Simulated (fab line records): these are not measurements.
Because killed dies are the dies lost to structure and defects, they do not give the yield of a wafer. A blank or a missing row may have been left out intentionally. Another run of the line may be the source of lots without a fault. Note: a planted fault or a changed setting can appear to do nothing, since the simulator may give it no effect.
Matching of chambers :: flow nandHarc :: NHARC_P_M2_PRE_CLEAN_32 on pecvd-01 has 3 sister chambers
The step time 12 s. 6 wafers are shown with their chamber, then 10 later ones without.

WAFERS PAIRED WITH THEIR CHAMBERS
wafer: L088.5
chamber: 0
heaterPowerW (W): 631
susceptorTempC (C): 369.68

wafer: L090.3
chamber: 2
heaterPowerW (W): 492
susceptorTempC (C): 369.93

wafer: L090.4
chamber: 1
heaterPowerW (W): 680
susceptorTempC (C): 369.85

wafer: L090.5
chamber: 2
heaterPowerW (W): 499
susceptorTempC (C): 369.87

wafer: L094.1
chamber: 0
heaterPowerW (W): 603
susceptorTempC (C): 369.55

wafer: L094.3
chamber: 1
heaterPowerW (W): 679
susceptorTempC (C): 370.01

WAFERS WHOSE CHAMBER IS MISSING
wafer: L094.4
heaterPowerW (W): 695
susceptorTempC (C): 370.29

wafer: L095.2
heaterPowerW (W): 694
susceptorTempC (C): 370.16

wafer: L095.3
heaterPowerW (W): 655
susceptorTempC (C): 369.95

wafer: L095.6
heaterPowerW (W): 655
susceptorTempC (C): 370.03

wafer: L096.4
heaterPowerW (W): 724
susceptorTempC (C): 369.95

wafer: L096.5
heaterPowerW (W): 496
susceptorTempC (C): 370.07

wafer: L096.6
heaterPowerW (W): 647
susceptorTempC (C): 369.81

wafer: L097.1
heaterPowerW (W): 593
susceptorTempC (C): 369.86

wafer: L097.2
heaterPowerW (W): 550
susceptorTempC (C): 370.28

wafer: L097.4
heaterPowerW (W): 550
susceptorTempC (C): 370.22

EACH ONE'S CHAMBER
wafer: L094.4
from the rows above: 1
in truth: 1

wafer: L095.2
from the rows above: 1
in truth: 1

wafer: L095.3
from the rows above: 1
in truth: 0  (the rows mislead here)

wafer: L095.6
from the rows above: 1
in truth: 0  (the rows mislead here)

wafer: L096.4
from the rows above: 1
in truth: 1

wafer: L096.5
from the rows above: 2
in truth: 2

wafer: L096.6
from the rows above: can't be placed: 1 or 0
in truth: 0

wafer: L097.1
from the rows above: 0
in truth: 0

wafer: L097.2
from the rows above: 2
in truth: 2

wafer: L097.4
from the rows above: 2
in truth: 2
7 of 10 placed correctly. Unplaceable from these rows: 1, with the true chamber sitting among the candidates in 1. Wrongly placed: 2.
How it was worked out, from the rows above alone: a wafer's distance from a chamber is the root of the sum, over the readings, of the square of ((its reading less the chamber's mean) divided by the reading's scatter). The wafer belongs to the nearest chamber; if the next one is less than 2 further off, it can't be placed. Each chamber's mean is taken over the wafers shown for it. The scatter: take each reading less its chamber's mean, square it, sum over the shown wafers, divide by the number of wafers less the number of chambers, and take the root.
